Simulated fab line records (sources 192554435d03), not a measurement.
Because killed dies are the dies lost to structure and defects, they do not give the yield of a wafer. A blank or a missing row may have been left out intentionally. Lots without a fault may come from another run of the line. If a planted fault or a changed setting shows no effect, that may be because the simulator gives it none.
A single fault, viewed from 2 desks	flow n5_finfet	every desk sees just its own numbers, and what lay behind them comes last

== TOOL OWNER'S DESK, litho_track-04 ==
The tool's own readings at N5_BEOL_M2_COAT_62 (time 60 s, resist thk 12 nm): means of the sampled wafers that have a number, for each lot that ran on this tool. Any lot whose mean is over 4 standard deviations away from the usual mean is out of limits and marked OUT; that distance is given in the brackets.
Columns: A = spin_speed_rpm at N5_BEOL_M2_COAT_62, usual 1500.0 rpm
lot	first seen here	A
L797	day 6 18:04	1499.6
L798	day 7 02:47	1499.9
L800	day 8 01:17	1498.6
L802	day 8 07:22	1807.8 (+99 or more) OUT
L803	day 8 10:35	1808.7 (+99 or more) OUT
This desk's verdict: out of limits on L802, L803, starting with L802 at day 8 07:22 (spin_speed_rpm at N5_BEOL_M2_COAT_62). L797, L798, L800 stayed within limits.

== THE METROLOGY DESK ==
Lot by lot, what the gauges showed, no matter which tool ran the lot: averages of those sampled wafers that carry a number. Any lot whose mean is over 4 standard deviations away from the usual mean is out of limits and marked OUT; that distance is given in the brackets. Shown are 7 of the 11 readings it has, namely the first that went out of limits plus those furthest out on some lot.
Columns: A = IOFF_N at N5_BEOL_M4_RC_MEAS_101, usual 0.16 nA/um; B = IOFF_P at N5_BEOL_M4_RC_MEAS_101, usual 0.22 nA/um; C = ION_N at N5_BEOL_M4_RC_MEAS_101, usual 677 uA/um; D = ION_P at N5_BEOL_M4_RC_MEAS_101, usual 466 uA/um; E = RS_NWELL at N5_BEOL_M4_RC_MEAS_101, usual 1036 ohm/sq; F = VT_N at N5_BEOL_M4_RC_MEAS_101, usual 249 mV; G = VT_P at N5_BEOL_M4_RC_MEAS_101, usual -248.9 mV
lot	first seen here	A	B	C	D	E	F	G
L797	day 8 17:48	0.15	0.19	672	461	1040	251	-250.5
L798	day 9 08:14	0.20	0.24	691	464	1040	247	-247.8
L799	day 9 09:10	0.16	0.21	673	459	1037	250	-250.8
L800	day 9 15:04	0.17	0.24	689	471	1036	248	-248.3
L803	day 10 01:01	0.20	0.30	695	482	907 (-21) OUT	244	-243.4
L802	day 10 13:41	0.20	0.25	685	468	1039	246	-247.1
L807	day 11 08:43	0.16	0.22	671	463	1029	250	-247.0
L814	day 12 17:35	0.16	0.21	677	467	1039	248	-250.8
L816	day 13 12:35	0.14	0.21	672	468	1036	251	-247.8
L818	day 14 04:28	0.16	0.24	682	470	1036	248	-246.8
This desk finds L803 out of limits, with the earliest case on L803 at day 10 01:01 (RS_NWELL at N5_BEOL_M4_RC_MEAS_101). L797, L798, L799, L800, L802, L807, L814, L816, L818 stayed within limits.

== ALL TOGETHER ==
On L802, L803, at day 8 07:22, an alarm was possible from the tool owner's desk.
An alarm was possible from the metrology desk at day 10 01:01, on L803.
The metrology desk holds a record of L802, inside its limits.
The lots listed all ran N5_BEOL_M2_COAT_62 on litho_track-04.

== WHAT THE SIMULATOR PUT IN ==
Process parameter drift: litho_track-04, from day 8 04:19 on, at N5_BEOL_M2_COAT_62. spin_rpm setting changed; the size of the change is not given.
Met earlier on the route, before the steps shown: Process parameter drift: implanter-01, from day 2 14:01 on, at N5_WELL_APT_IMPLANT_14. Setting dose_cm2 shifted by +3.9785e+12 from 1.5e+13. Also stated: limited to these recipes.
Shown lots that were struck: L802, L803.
Fault start to first reading out of limits, in hours, per desk: tool owner, 3; metrology, 45.
